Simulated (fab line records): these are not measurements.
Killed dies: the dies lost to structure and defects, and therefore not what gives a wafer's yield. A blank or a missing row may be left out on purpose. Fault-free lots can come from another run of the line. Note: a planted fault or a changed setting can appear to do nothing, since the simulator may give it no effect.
fab line records || flow n5Finfet
record {"lots": 5, "wafers": 12, "lastDay": 16}
route steps=1938 shown STI_FIN_REVEAL@202 DUMMY_GATE@212 BEOL_M4@1111
lots untouched by any fault: they come from a run of this same line in which no faults occurred
startH: the number of hours between the record's first day and the start of the first shown wafer of the lot || waitH: hours elapsed since this lot's preceding step || " as in the row above || L1.1+2: one row covering several wafers at once || - no value present, or no start provided || * or withheld: withheld || < > ~ a bound
route shown NAME@n: names a module that has steps shown in the file, with the first one's number in the route || usual: the fault-free wafers' mean and standard deviation || same: alike in all rows || chamber/n: place in a boat || sites: readings site by site || _std_site: standard deviation of those values || _edge_site: outer sites' mean less inner sites' || radiusMm: for every site, how far away it sits from the centre of the wafer || mask NAME#n: copy n || behind: the last tool/chamber to shape the wafer || hold: the reason the lot was held/the length of the hold in hours/how it ended || device: the transistor (n, p or np) that didn't switch || end of line: tests run on the same wafers once the route is complete || for a step that has no rows: nothing shown but its recipe || killed: count of dies lost to structure and defects at first sort (not the wafer's yield) || map: dies across one wafer; x = killed, . = not, _ = none there
set.NAME: the setting the step ran with; set.NAME@STEP: the setting that earlier step ran with || model.NAME: the simulator's own value behind a step, which no gauge read
a table for each step, a row for each wafer; lots at some steps of the route
services: when a tool's chamber went out of use (startH, in hours from the record's first day, below 0 if earlier), for how many hours, and the reason
## steps
# step N5_STI_FIN_REVEAL_STRIP_35
# recipe {"chemistry": "H3PO4", "material": "Si3N4", "tempC": 165, "targetDepthA": 40, "timeS": 39}
# step N5_STI_FIN_REVEAL_SRD_21
# recipe {"dry": "ipaMarangoni", "timeS": 30, "tempC": 23, "rinseLiquid": "diw"}
# step N5_STI_FIN_REVEAL_OXIDATION_33
# recipe {"chemistry": "O2_PLASMA_REMOTE", "tempC": 150, "timeS": 20, "pressureMtorr": 1000, "sourcePowerW": 2000, "o2FlowSccm": 3000}
# step N5_STI_FIN_REVEAL_CLEAN_19
# recipe {"chemistry": "O3/DIW", "tempC": 25, "timeS": 120, "o3Ppm": 10}
# step N5_STI_FIN_REVEAL_SRD_23
# recipe {"dry": "ipaMarangoni", "timeS": 30, "tempC": 23, "rinseLiquid": "diw"}
# step N5_STI_FIN_REVEAL_PRECLEAN_18
# recipe {"chemistry": "SC2", "timeS": 45, "tempC": 35, "mix": "1:1:50"}
# step N5_STI_FIN_REVEAL_SRD_28
# recipe {"dry": "ipaMarangoni", "timeS": 30, "tempC": 23, "rinseLiquid": "diw"}
# step N5_DUMMY_GATE_PRECLEAN_00
# recipe {"chemistry": "O3/DIW", "timeS": 60, "tempC": 22, "o3Ppm": 10}
# step N5_DUMMY_GATE_SRD_01
# recipe {"timeS": 30, "tempC": 23, "rinseLiquid": "diw", "dry": "ipaMarangoni"}
# step N5_DUMMY_GATE_ALD_02
# recipe {"material": "SiO2", "targetThkA": 20, "tempC": 300, "aldPrecursorFamily": "BDEAS", "aldCoReactant": "O2-plasma", "pulseTimeS": 1, "pressureTorr": 2}
# usual {"chamberPressureTorr": "2.000/0.0041", "heaterPowerW": "493/63", "precursorPulseHeightRel": "1.001/0.022"}
{"lot.wafer": "L113.3", "tool": "aldSin-02", "chamber": 0, "startH": 66.69, "waitH": 0.0, "chamberPressureTorr": 1.995, "heaterPowerW": 580, "precursorPulseHeightRel": 1.004, "model.SiO2_of_DUMMY_GATE_ALD_02.thkNm": 1.4}
{"lot.wafer": "L113.5", "tool": "aldSin-02", "chamber": 1, "startH": 66.69, "waitH": 0.0, "chamberPressureTorr": 1.998, "heaterPowerW": 570, "precursorPulseHeightRel": 1.035, "model.SiO2_of_DUMMY_GATE_ALD_02.thkNm": 2}
{"lot.wafer": "L115.1", "tool": "aldSin-02", "chamber": 0, "startH": 80.61, "waitH": 0.6, "chamberPressureTorr": 2.007, "heaterPowerW": 582, "precursorPulseHeightRel": 1.006, "model.SiO2_of_DUMMY_GATE_ALD_02.thkNm": 1.4}
{"lot.wafer": "L115.3", "tool": "aldSin-02", "chamber": 2, "startH": 80.61, "waitH": 0.6, "chamberPressureTorr": 2.002, "heaterPowerW": 425, "precursorPulseHeightRel": 1.006, "model.SiO2_of_DUMMY_GATE_ALD_02.thkNm": 1.4}
{"lot.wafer": "L116.1", "tool": "aldSin-02", "chamber": 3, "startH": 87.10, "waitH": 1.5, "chamberPressureTorr": 2.005, "heaterPowerW": 482, "precursorPulseHeightRel": 0.989, "model.SiO2_of_DUMMY_GATE_ALD_02.thkNm": 1.4}
{"lot.wafer": "L116.2", "tool": "aldSin-02", "chamber": 0, "startH": 87.10, "waitH": 1.5, "chamberPressureTorr": 2.000, "heaterPowerW": 569, "precursorPulseHeightRel": 1.002, "model.SiO2_of_DUMMY_GATE_ALD_02.thkNm": 2}
{"lot.wafer": "L121.2", "tool": "aldSin-03", "chamber": 2, "startH": 116.34, "waitH": 0.8, "chamberPressureTorr": 1.996, "heaterPowerW": 450, "precursorPulseHeightRel": 0.980, "model.SiO2_of_DUMMY_GATE_ALD_02.thkNm": 2}
{"lot.wafer": "L121.5", "tool": "aldSin-03", "chamber": 3, "startH": 116.34, "waitH": 0.8, "chamberPressureTorr": 1.996, "heaterPowerW": 574, "precursorPulseHeightRel": 0.962, "model.SiO2_of_DUMMY_GATE_ALD_02.thkNm": 2}
{"lot.wafer": "L121.6", "tool": "aldSin-03", "chamber": 0, "startH": 116.34, "waitH": 0.8, "chamberPressureTorr": 2.005, "heaterPowerW": 456, "precursorPulseHeightRel": 0.988, "model.SiO2_of_DUMMY_GATE_ALD_02.thkNm": 2}
{"lot.wafer": "L127.3", "tool": "aldSin-02", "chamber": 3, "startH": 151.72, "waitH": 0.0, "chamberPressureTorr": 2.001, "heaterPowerW": 479, "precursorPulseHeightRel": 1.001, "model.SiO2_of_DUMMY_GATE_ALD_02.thkNm": 2}
{"lot.wafer": "L127.5", "tool": "aldSin-02", "chamber": 0, "startH": 151.72, "waitH": 0.0, "chamberPressureTorr": 2.005, "heaterPowerW": 585, "precursorPulseHeightRel": 0.959, "model.SiO2_of_DUMMY_GATE_ALD_02.thkNm": 2}
{"lot.wafer": "L127.6", "tool": "aldSin-02", "chamber": 1, "startH": 151.72, "waitH": 0.0, "chamberPressureTorr": 2.000, "heaterPowerW": 595, "precursorPulseHeightRel": 1.032, "model.SiO2_of_DUMMY_GATE_ALD_02.thkNm": 2}
# step N5_DUMMY_GATE_CVD_03
# recipe {"material": "a-Si", "targetThkA": 1500, "tempC": 530, "precursor": "SiH4", "timeS": 8042}
# step N5_DUMMY_GATE_PRECLEAN_46
# recipe {"chemistry": "DIW", "timeS": 89.5, "tempC": 23}
# step N5_DUMMY_GATE_SRD_47
# recipe {"dryTimeS": 32, "dry": "n2Spin", "spinRpm": 1500}
# step N5_DUMMY_GATE_CMP_04
# recipe {"material": "a-Si", "postCmpClean": "alkalineBrush"}
# step N5_DUMMY_GATE_HM_DEP_06
# recipe {"material": "SiNx", "targetThkA": 800, "precursor": "DCS/NH3", "tempC": 700, "pressureMtorr": 300, "timeS": 5141}
# step N5_DUMMY_GATE_PECVD_30
# recipe {"material": "SiO2", "targetThkA": 550, "tempC": 400, "precursor": "TEOS/O2", "pressureTorr": 6.5, "rfW": "withheld", "teosFlowSccm": "withheld", "gas": "O2", "flowSccm": 2650, "timeS": 10.8}
# step N5_DUMMY_GATE_COAT_34
# recipe {"resist": "SOC", "tempC": 250, "timeS": 60, "spinRpm": 1500, "resistThkNm": 60}
# step N5_DUMMY_GATE_COAT_35
# recipe {"resist": "SiARC", "tempC": 220, "timeS": 60, "spinRpm": 1500, "resistThkNm": 10}
# step N5_DUMMY_GATE_COAT_28
# recipe {"resist": "underlayer", "tempC": 205, "timeS": 60, "spinRpm": 1500, "resistThkNm": 10}
# step N5_DUMMY_GATE_COAT_09
# recipe {"resist": "CAR-EUV", "spinRpm": 1500, "resistThkNm": 30}
# step N5_DUMMY_GATE_EBR_11
# recipe {"solvent": "PGMEA", "ebrWidthMm": 1.5}
# step N5_DUMMY_GATE_SOFTBAKE_10
# recipe {"tempC": 110, "timeS": 60, "resist": "CAR-EUV"}
# step N5_DUMMY_GATE_EXPOSE_12
# recipe {"maskId": "GATE", "na": 0.33, "sourceShape": "annular", "sigmaInner": 0.2, "sigmaOuter": 0.6, "polarization": "unpolarized", "targetCdNm": 25, "doseMj": 34}
# step N5_DUMMY_GATE_PEB_13
# recipe {"pebTempC": 100, "pebTimeS": 60, "resist": "CAR-EUV"}
# step N5_DUMMY_GATE_DEVELOP_14
# recipe {"developTimeS": 30, "developer": "TMAH", "resist": "CAR-EUV", "rinseLiquid": "surfactantRinse", "dry": "airSpin", "devTempC": 23}
# step N5_DUMMY_GATE_DESCUM_20
# recipe {"chemistry": "O2", "timeS": 6.2, "sourcePowerW": 50, "biasPowerW": 20, "pressureMtorr": 20, "rfFrequencyHz": 2.712e+07, "tempC": 40, "resist": "CAR-EUV", "o2FlowSccm": 225}
# step N5_DUMMY_GATE_ETCH_29
# recipe {"chemistry": "N2/H2", "target": "underlayer", "targetDepthA": 130, "ionEnergyEv": 200, "pressureMtorr": 30, "sourceW": 840, "biasW": 150, "n2FlowSccm": 200, "h2FlowSccm": 200}
# step N5_DUMMY_GATE_ETCH_36
# recipe {"chemistry": "CF4", "target": "SiARC", "targetDepthA": 130, "pressureMtorr": 40, "sourceW": 545, "biasW": 36, "Ar_flow_sccm": 100, "cf4FlowSccm": 100, "ionEnergyEv": 80}
# step N5_DUMMY_GATE_ETCH_37
# recipe {"chemistry": "N2/H2", "target": "SOC", "targetDepthA": 600, "overetchA": 300, "tempC": 40, "ionEnergyEv": 200, "pressureMtorr": 30, "sourceW": 840, "biasW": 150, "n2FlowSccm": 200, "h2FlowSccm": 200}
# step N5_DUMMY_GATE_STRIP_38
# recipe {"chemistry": "N2/H2", "tempC": 40, "n2FlowSccm": 200, "h2FlowSccm": 200, "rfFrequencyHz": 6e+07}
# step N5_DUMMY_GATE_STRIP_39
# recipe {"chemistry": "N2/H2", "tempC": 40, "n2FlowSccm": 200, "h2FlowSccm": 200, "rfFrequencyHz": 6e+07}
# step N5_DUMMY_GATE_TRIM_49
# recipe {"chemistry": "O2", "resist": "SOC", "timeS": 29, "targetCdNm": 14, "sourcePowerW": 300, "biasPowerW": 0, "O2_flow_sccm": 100, "tempC": 20}
# step N5_DUMMY_GATE_STRIP_40
# recipe {"chemistry": "CF4", "resist": "SiARC", "powerW": 300, "biasPowerW": 75, "pressureMtorr": 50, "cf4FlowSccm": 150, "rfFrequencyHz": 6e+07}
# step N5_DUMMY_GATE_ETCH_31
# recipe {"chemistry": "C4F6/O2", "target": "SiO2", "maskMaterial": "SOC", "targetDepthA": 825, "timeS": 27.5, "ionEnergyEv": 250, "pressureMtorr": 30, "sourceW": 345, "biasW": 185, "Ar_flow_sccm": 300, "C4F6_flow_sccm": 10, "O2_flow_sccm": 10}
# step N5_DUMMY_GATE_ETCH_44
# recipe {"chemistry": "HBr/O2", "overEtchFrac": 0.7, "targetDepthA": 1275, "stopOn": "SiO2", "ionEnergyEv": 60, "biasW": 20, "target": "poly-Si", "maskMaterial": "SiO2", "pressureMtorr": 20, "icpW": 400, "HBr_flow_sccm": 120, "O2_flow_sccm": 10}
# usual {"drypumpMotorCurrentA": "5.6/0.48", "oesProductAu": "0.731/0.012", "throttleValvePct": "18.50/0.24"}
# same {"overEtchFrac": 0.7}
{"lot.wafer": "L113.3", "tool": "rieSi-01", "chamber": 0, "startH": 78.12, "waitH": 0.0, "drypumpMotorCurrentA": 5.7, "oesProductAu": 0.744, "rfHoursCounterH": 82, "throttleValvePct": 18.83, "model.SiO2_of_DUMMY_GATE_ALD_02.thkNm": 1.4}
{"lot.wafer": "L113.5", "tool": "rieSi-01", "chamber": 1, "startH": 78.12, "waitH": 0.0, "drypumpMotorCurrentA": 5.6, "oesProductAu": 0.747, "rfHoursCounterH": "-", "throttleValvePct": 18.34, "model.SiO2_of_DUMMY_GATE_ALD_02.thkNm": 2}
{"lot.wafer": "L115.1", "tool": "rieSi-02", "chamber": 3, "startH": 91.72, "waitH": 0.0, "drypumpMotorCurrentA": 4.7, "oesProductAu": 0.729, "rfHoursCounterH": 150, "throttleValvePct": 18.39, "model.SiO2_of_DUMMY_GATE_ALD_02.thkNm": 1.4}
{"lot.wafer": "L115.3", "tool": "rieSi-02", "chamber": 0, "startH": 91.72, "waitH": 0.0, "drypumpMotorCurrentA": 6.6, "oesProductAu": 0.732, "rfHoursCounterH": 89, "throttleValvePct": 18.39, "model.SiO2_of_DUMMY_GATE_ALD_02.thkNm": 1.4}
{"lot.wafer": "L116.1", "tool": "rieSi-02", "chamber": 1, "startH": 100.18, "waitH": 0.0, "drypumpMotorCurrentA": 5.6, "oesProductAu": 0.728, "rfHoursCounterH": 146, "throttleValvePct": 18.52, "model.SiO2_of_DUMMY_GATE_ALD_02.thkNm": 1.4}
{"lot.wafer": "L116.2", "tool": "rieSi-02", "chamber": 2, "startH": 100.18, "waitH": 0.0, "drypumpMotorCurrentA": 6.0, "oesProductAu": 0.743, "rfHoursCounterH": 92, "throttleValvePct": 18.87, "model.SiO2_of_DUMMY_GATE_ALD_02.thkNm": 2}
{"lot.wafer": "L121.2", "tool": "rieSi-05", "chamber": 0, "startH": 132.52, "waitH": 0.0, "drypumpMotorCurrentA": 4.9, "oesProductAu": 0.746, "rfHoursCounterH": 39, "throttleValvePct": 18.84, "model.SiO2_of_DUMMY_GATE_ALD_02.thkNm": 2}
{"lot.wafer": "L121.5", "tool": "rieSi-05", "chamber": 0, "startH": 132.52, "waitH": 0.0, "drypumpMotorCurrentA": 4.9, "oesProductAu": 0.743, "rfHoursCounterH": "-", "throttleValvePct": 18.83, "model.SiO2_of_DUMMY_GATE_ALD_02.thkNm": 2}
{"lot.wafer": "L121.6", "tool": "rieSi-05", "chamber": 1, "startH": 132.52, "waitH": 0.0, "drypumpMotorCurrentA": 5.3, "oesProductAu": 0.736, "rfHoursCounterH": "-", "throttleValvePct": 18.54, "model.SiO2_of_DUMMY_GATE_ALD_02.thkNm": 2}
{"lot.wafer": "L127.3", "tool": "rieSi-05", "chamber": 3, "startH": 161.39, "waitH": 0.0, "drypumpMotorCurrentA": 5.8, "oesProductAu": 0.746, "rfHoursCounterH": 1, "throttleValvePct": 18.04, "model.SiO2_of_DUMMY_GATE_ALD_02.thkNm": 2}
{"lot.wafer": "L127.5", "tool": "rieSi-05", "chamber": 3, "startH": 161.39, "waitH": 0.0, "drypumpMotorCurrentA": 5.9, "oesProductAu": 0.751, "rfHoursCounterH": "-", "throttleValvePct": 18.05, "model.SiO2_of_DUMMY_GATE_ALD_02.thkNm": 2}
{"lot.wafer": "L127.6", "tool": "rieSi-05", "chamber": 2, "startH": 161.39, "waitH": 0.0, "drypumpMotorCurrentA": 5.8, "oesProductAu": 0.724, "rfHoursCounterH": "-", "throttleValvePct": 18.76, "model.SiO2_of_DUMMY_GATE_ALD_02.thkNm": 2}
# step N5_BEOL_M4_RC_MEAS_101
# usual {"DIBL_N": "35.8/1.8", "DIBL_P": "35.9/2.2", "IOFF_N": "0.16/0.035", "IOFF_P": "0.21/0.04", "ION_N": "672/11", "ION_P": "461/7.4", "SS_N": "71.4/0.64", "SS_P": "73.2/0.67", "VT_N": "250/3.5", "VT_P": "-251/3.4"}
{"lot.wafer": "L113.3", "tool": "prober-01", "chamber": 0, "startH": 200.82, "waitH": 0.3, "DIBL_N[mV/V]": 33.9, "DIBL_P[mV/V]": 34.2, "IOFF_N[nA/um]": 0.12, "IOFF_P[nA/um]": 0.18, "ION_N[uA/um]": 660, "ION_P[uA/um]": 460, "SS_N[mV/dec]": 71.9, "SS_P[mV/dec]": 73.0, "VT_N[mV]": 252, "VT_P[mV]": -252}
{"lot.wafer": "L113.5", "tool": "prober-01", "chamber": 0, "startH": 200.82, "waitH": 0.3, "DIBL_N[mV/V]": 33.7, "DIBL_P[mV/V]": 33.1, "IOFF_N[nA/um]": 0.12, "IOFF_P[nA/um]": 0.16, "ION_N[uA/um]": 644, "ION_P[uA/um]": 446, "SS_N[mV/dec]": 71.0, "SS_P[mV/dec]": 72.1, "VT_N[mV]": 255, "VT_P[mV]": -252}
{"lot.wafer": "L115.1", "tool": "prober-01", "chamber": 0, "startH": 209.06, "waitH": 0.0, "DIBL_N[mV/V]": 39.2, "DIBL_P[mV/V]": 39.8, "IOFF_N[nA/um]": 0.21, "IOFF_P[nA/um]": 0.27, "ION_N[uA/um]": 683, "ION_P[uA/um]": 471, "SS_N[mV/dec]": 72.4, "SS_P[mV/dec]": 74.1, "VT_N[mV]": 247, "VT_P[mV]": -248}
{"lot.wafer": "L115.3", "tool": "prober-01", "chamber": 0, "startH": 209.06, "waitH": 0.0, "DIBL_N[mV/V]": 35.0, "DIBL_P[mV/V]": 34.4, "IOFF_N[nA/um]": 0.13, "IOFF_P[nA/um]": 0.18, "ION_N[uA/um]": 677, "ION_P[uA/um]": 461, "SS_N[mV/dec]": 71.0, "SS_P[mV/dec]": 72.1, "VT_N[mV]": 253, "VT_P[mV]": -249}
{"lot.wafer": "L116.1", "tool": "prober-02", "chamber": 0, "startH": 213.59, "waitH": 0.0, "DIBL_N[mV/V]": 34.0, "DIBL_P[mV/V]": 34.3, "IOFF_N[nA/um]": 0.12, "IOFF_P[nA/um]": 0.18, "ION_N[uA/um]": 655, "ION_P[uA/um]": 459, "SS_N[mV/dec]": 70.8, "SS_P[mV/dec]": 72.5, "VT_N[mV]": 252, "VT_P[mV]": -252}
{"lot.wafer": "L116.2", "tool": "prober-02", "chamber": 0, "startH": 213.59, "waitH": 0.0, "DIBL_N[mV/V]": 38.7, "DIBL_P[mV/V]": 39.8, "IOFF_N[nA/um]": 0.22, "IOFF_P[nA/um]": 0.25, "ION_N[uA/um]": 696, "ION_P[uA/um]": 468, "SS_N[mV/dec]": 71.7, "SS_P[mV/dec]": 74.9, "VT_N[mV]": 243, "VT_P[mV]": -252}
{"lot.wafer": "L121.2", "tool": "prober-02", "chamber": 0, "startH": 256.55, "waitH": 0.2, "DIBL_N[mV/V]": 37.4, "DIBL_P[mV/V]": 38.2, "IOFF_N[nA/um]": 0.18, "IOFF_P[nA/um]": 0.24, "ION_N[uA/um]": 683, "ION_P[uA/um]": 465, "SS_N[mV/dec]": 71.2, "SS_P[mV/dec]": 73.5, "VT_N[mV]": 249, "VT_P[mV]": -246}
{"lot.wafer": "L121.5", "tool": "prober-02", "chamber": 0, "startH": 256.55, "waitH": 0.2, "DIBL_N[mV/V]": 37.3, "DIBL_P[mV/V]": 36.5, "IOFF_N[nA/um]": 0.17, "IOFF_P[nA/um]": 0.21, "ION_N[uA/um]": 670, "ION_P[uA/um]": 459, "SS_N[mV/dec]": 71.1, "SS_P[mV/dec]": 73.5, "VT_N[mV]": 251, "VT_P[mV]": -250}
{"lot.wafer": "L121.6", "tool": "prober-02", "chamber": 0, "startH": 256.55, "waitH": 0.2, "DIBL_N[mV/V]": 35.1, "DIBL_P[mV/V]": 35.0, "IOFF_N[nA/um]": 0.13, "IOFF_P[nA/um]": 0.19, "ION_N[uA/um]": 676, "ION_P[uA/um]": 464, "SS_N[mV/dec]": 71.3, "SS_P[mV/dec]": 72.9, "VT_N[mV]": 254, "VT_P[mV]": -250}
{"lot.wafer": "L127.3", "tool": "prober-01", "chamber": 0, "startH": 285.21, "waitH": 0.3, "DIBL_N[mV/V]": 39.3, "DIBL_P[mV/V]": 38.7, "IOFF_N[nA/um]": 0.25, "IOFF_P[nA/um]": 0.29, "ION_N[uA/um]": 697, "ION_P[uA/um]": 464, "SS_N[mV/dec]": 72.4, "SS_P[mV/dec]": 73.8, "VT_N[mV]": 243, "VT_P[mV]": -244}
{"lot.wafer": "L127.5", "tool": "prober-01", "chamber": 0, "startH": 285.21, "waitH": 0.3, "DIBL_N[mV/V]": 35.6, "DIBL_P[mV/V]": 35.2, "IOFF_N[nA/um]": 0.15, "IOFF_P[nA/um]": 0.20, "ION_N[uA/um]": 659, "ION_P[uA/um]": 456, "SS_N[mV/dec]": 71.4, "SS_P[mV/dec]": 72.9, "VT_N[mV]": 252, "VT_P[mV]": -248}
{"lot.wafer": "L127.6", "tool": "prober-01", "chamber": 0, "startH": 285.21, "waitH": 0.3, "DIBL_N[mV/V]": 35.6, "DIBL_P[mV/V]": 35.3, "IOFF_N[nA/um]": 0.15, "IOFF_P[nA/um]": 0.21, "ION_N[uA/um]": 674, "ION_P[uA/um]": 461, "SS_N[mV/dec]": 71.3, "SS_P[mV/dec]": 73.5, "VT_N[mV]": 248, "VT_P[mV]": -249}
## services
{"tool": "rieSi-01", "chamber": 3, "startH": 53.59, "hours": 10.1, "kind": "repair"}
{"tool": "rieSi-05", "chamber": 3, "startH": 78.58, "hours": "-", "kind": "clean"}
{"tool": "rieSi-05", "chamber": 3, "startH": 78.58, "hours": 15.6, "kind": "scheduledDown"}
{"tool": "rieSi-05", "chamber": 3, "startH": 78.58, "hours": 15.6, "kind": "ventCycle"}
{"tool": "rieSi-05", "chamber": 3, "startH": 101.14, "hours": 12.1, "kind": "repair"}
{"tool": "rieSi-01", "chamber": 2, "startH": 136.53, "hours": "-", "kind": "clean"}
{"tool": "rieSi-01", "chamber": 2, "startH": 136.53, "hours": 20.7, "kind": "scheduledDown"}
{"tool": "rieSi-01", "chamber": 2, "startH": 136.53, "hours": 20.7, "kind": "ventCycle"}
{"tool": "rieSi-05", "chamber": 2, "startH": 136.95, "hours": 15.4, "kind": "repair"}
## key
firstSign none at tools or gauges
modelEffect {"step": "N5_DUMMY_GATE_ALD_02", "value": "SiO2_of_DUMMY_GATE_ALD_02.thkNm", "without": 2, "struck": 1.4}
modelEffect {"step": "N5_DUMMY_GATE_ETCH_44", "value": "SiO2_of_DUMMY_GATE_ALD_02.thkNm", "without": 2, "struck": 1.4}
metAt N5_DUMMY_GATE_ALD_02
struckWafers L113.3,L115.1,L115.3,L116.1
fault {"kind": "processParameterDrift", "tool": "aldSin-02", "chamber": "-", "onsetH": 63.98, "steps": "N5_DUMMY_GATE_ALD_02", "channel": "targetThkA", "offset": "*", "shape": "step", "endH": 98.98, "scope": "struckWafersOnly", "actsIn": "*", "stated": "*"}
